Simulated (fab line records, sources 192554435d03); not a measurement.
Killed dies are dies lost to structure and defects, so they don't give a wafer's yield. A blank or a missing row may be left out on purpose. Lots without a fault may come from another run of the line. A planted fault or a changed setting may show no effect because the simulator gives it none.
Split-lot experiment | flow n5_finfet | 7 lots, 21 wafers read, on a route of 1938 steps

THE SPLIT
At N5_PASSIVATION_PECVD_35 (deposits SiNx from SiH4/NH3/N2, target thk 700 nm, time 151.3 s), the setting time_s was moved away from the recipe's 151.3 s on 8 of the 21 wafers read, by -13.6% to +5.9%. The other wafers ran this setting at the recipe's value.

The reading is taken at the split's own step.

THE READING
SiNx_of_PASSIVATION_PECVD_35.thk_nm (the simulator's own value, which no gauge read), in nm, at N5_PASSIVATION_PECVD_35 (deposits SiNx from SiH4/NH3/N2, target thk 700 nm, time 151.3 s). The file gives no usual value for it. The 13 wafers here that ran the recipe average 706.6 nm, standard deviation 9.1 nm.

wafer  | tool, chamber at the split | time_s as run, s | against the recipe | SiNx_of_PASSIVATION_PECVD_35.thk_nm, nm | against lot-mates on the recipe
L074.1 | pecvd-03, 2                | 160              | +5.8%              | 735.8                                   | +19.3
L074.5 | pecvd-03, 1                | 151.3            | recipe             | 718.4                                   | -
L074.6 | pecvd-03, 2                | 151.3            | recipe             | 714.6                                   | -
L076.4 | pecvd-04, 0                | 151.3            | recipe             | 719                                     | -
L076.5 | pecvd-04, 1                | 151.3            | recipe             | 720                                     | -
L076.6 | pecvd-04, 2                | 135.8            | -10.2%             | 644.6                                   | -74.9
L081.3 | pecvd-03, 1                | 130.7            | -13.6%             | 613.4                                   | -93.8
L081.5 | pecvd-03, 2                | 151.3            | recipe             | 707.2                                   | -
L081.6 | pecvd-03, 0                | 130.7            | -13.6%             | 609.6                                   | -97.6
L086.1 | pecvd-04, 0                | 151.3            | recipe             | 697.6                                   | -
L086.3 | pecvd-04, 1                | 160.3            | +5.9%              | 725.8                                   | +26.4
L086.6 | pecvd-04, 1                | 151.3            | recipe             | 701.2                                   | -
L089.1 | pecvd-02, 1                | 151.3            | recipe             | 690.8                                   | -
L089.2 | pecvd-02, 2                | 151.3            | recipe             | 697.8                                   | -
L089.4 | pecvd-02, 1                | 151.3            | recipe             | 701.2                                   | -
L090.1 | pecvd-04, 1                | 141.3            | -6.6%              | 647.8                                   | -61.2
L090.3 | pecvd-04, 2                | 151.3            | recipe             | 709                                     | -
L090.5 | pecvd-04, 1                | 141.3            | -6.6%              | 660.6                                   | -48.4
L091.2 | pecvd-04, 1                | 151.3            | recipe             | 698.4                                   | -
L091.4 | pecvd-04, 1                | 151.3            | recipe             | 710                                     | -
L091.5 | pecvd-04, 2                | 158.9            | +5.0%              | 739.4                                   | +35.2

THE FIT
A straight line over all 21 wafers: SiNx_of_PASSIVATION_PECVD_35.thk_nm changes by +6.51 nm for each +1% of time_s; r = +0.97; the points scatter about the line by 9.6 nm.
The same after taking each lot's own level away (the mean of its wafers on the recipe; 21 wafers): +6.76 nm for each +1%; r = +0.98; scatter 6.7 nm.
On that fit, the largest move of time_s shifts the reading by 92 nm.
The lots' own levels span 696.60 to 719.50 nm, that is 2.5 times the standard deviation above.
So the lot-to-lot level changes the slope little: the two slopes agree.
Check: with one of the wafers moved furthest among these (-13.6%) left out of the fit, the line predicts -95.6 nm for it against its lot-mates. It came out at -93.8 nm against them.

THE WHOLE CHAIN: every reading that the file lists as answering this split, in the file's order
step                    | what it does                                                    | reading                                                                              | change (the file's fit)                                                     | r (the file's)
N5_PASSIVATION_PECVD_35 | deposits SiNx from SiH4/NH3/N2, target thk 700 nm, time 151.3 s | SiNx_of_PASSIVATION_PECVD_35.thk_nm (the simulator's own value, which no gauge read) | +6.73 nm for each +1% of the setting                                        | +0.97
N5_PASSIVATION_PROBE_49 |                                                                 | killed_at_other                                                                      | not straight: 4 at the lowest setting, 3.4 at the recipe, 84 at the highest | not given

THE FILE'S OWN FIT
SiNx_of_PASSIVATION_PECVD_35.thk_nm changes by +6.73 nm for each +1% of time_s, r = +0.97.
